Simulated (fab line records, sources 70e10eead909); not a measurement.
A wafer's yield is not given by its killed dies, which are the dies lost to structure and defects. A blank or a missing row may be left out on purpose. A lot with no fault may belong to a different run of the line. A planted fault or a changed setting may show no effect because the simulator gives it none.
A single fault, viewed from 2 desks || flow nandHarc || what lay behind the numbers comes last; until then each desk has only its own

THE DEFECT DESK
For each lot, the counts of the inspections along the route, averaged over the sampled wafers that have a number. If a lot's mean is further than 4 standard deviations from the usual mean, the lot is out of limits and carries the mark OUT (the distance appears in the brackets).
Columns: A = rawDefectCount at NHARC_A_CONTACT_INSPECT_23, usual 514
{"lot": "L236", "first seen here": "day 22 10:47", "A": 409}
{"lot": "L235", "first seen here": "day 22 12:30", "A": 582}
{"lot": "L237", "first seen here": "day 23 02:27", "A": 642}
{"lot": "L239", "first seen here": "day 24 04:02", "A": 441}
{"lot": "L242", "first seen here": "day 25 19:13", "A": 405}
{"lot": "L243", "first seen here": "day 26 00:08", "A": 620}
{"lot": "L241", "first seen here": "day 26 03:39", "A": 513}
{"lot": "L247", "first seen here": "day 27 07:15", "A": 490}
{"lot": "L249", "first seen here": "day 29 15:07", "A": 594}
{"lot": "L257", "first seen here": "day 31 13:09", "A": 437}
{"lot": "L258", "first seen here": "day 32 04:34", "A": 357}
This desk's verdict: no lot among the 11 shows anything out of limits.

DESK OF THE TOOL OWNER: cvdW-01
The tool's own readings at NHARC_A_CONTACT_CVD_19 (deposits W, target thk 300 nm, time 802 s): means of the sampled wafers that have a number, for each lot that ran on this tool. If a lot's mean is further than 4 standard deviations from the usual mean, the lot is out of limits and carries the mark OUT (the distance appears in the brackets).
Columns: A = chamberPressureTorr at NHARC_A_CONTACT_CVD_19, usual 39.99 Torr; B = heaterPowerOuterW at NHARC_A_CONTACT_CVD_19, usual 269 W; C = heaterPowerW at NHARC_A_CONTACT_CVD_19, usual 474 W; D = throttleValvePct at NHARC_A_CONTACT_CVD_19, usual 7.89 %
{"lot": "L236", "first seen here": "day 22 09:37", "A": 39.92, "B": 280, "C": 474, "D": 7.88}
{"lot": "L237", "first seen here": "day 23 01:09", "A": 40.01, "B": 283, "C": 490, "D": 8.10}
{"lot": "L241", "first seen here": "day 26 02:37", "A": 40.03, "B": 277, "C": 488, "D": 8.00}
{"lot": "L247", "first seen here": "day 27 05:58", "A": 39.99, "B": 282, "C": 495, "D": 7.88}
{"lot": "L258", "first seen here": "day 32 03:17", "A": 39.92, "B": 271, "C": 467, "D": 7.48}
This desk's verdict: no lot among the 5 shows anything out of limits.

TAKEN TOGETHER
No out-of-limits result turned up at the defect desk.
The desk of the tool owner found nothing out of limits.

WHAT THE SIMULATOR HAD PUT IN
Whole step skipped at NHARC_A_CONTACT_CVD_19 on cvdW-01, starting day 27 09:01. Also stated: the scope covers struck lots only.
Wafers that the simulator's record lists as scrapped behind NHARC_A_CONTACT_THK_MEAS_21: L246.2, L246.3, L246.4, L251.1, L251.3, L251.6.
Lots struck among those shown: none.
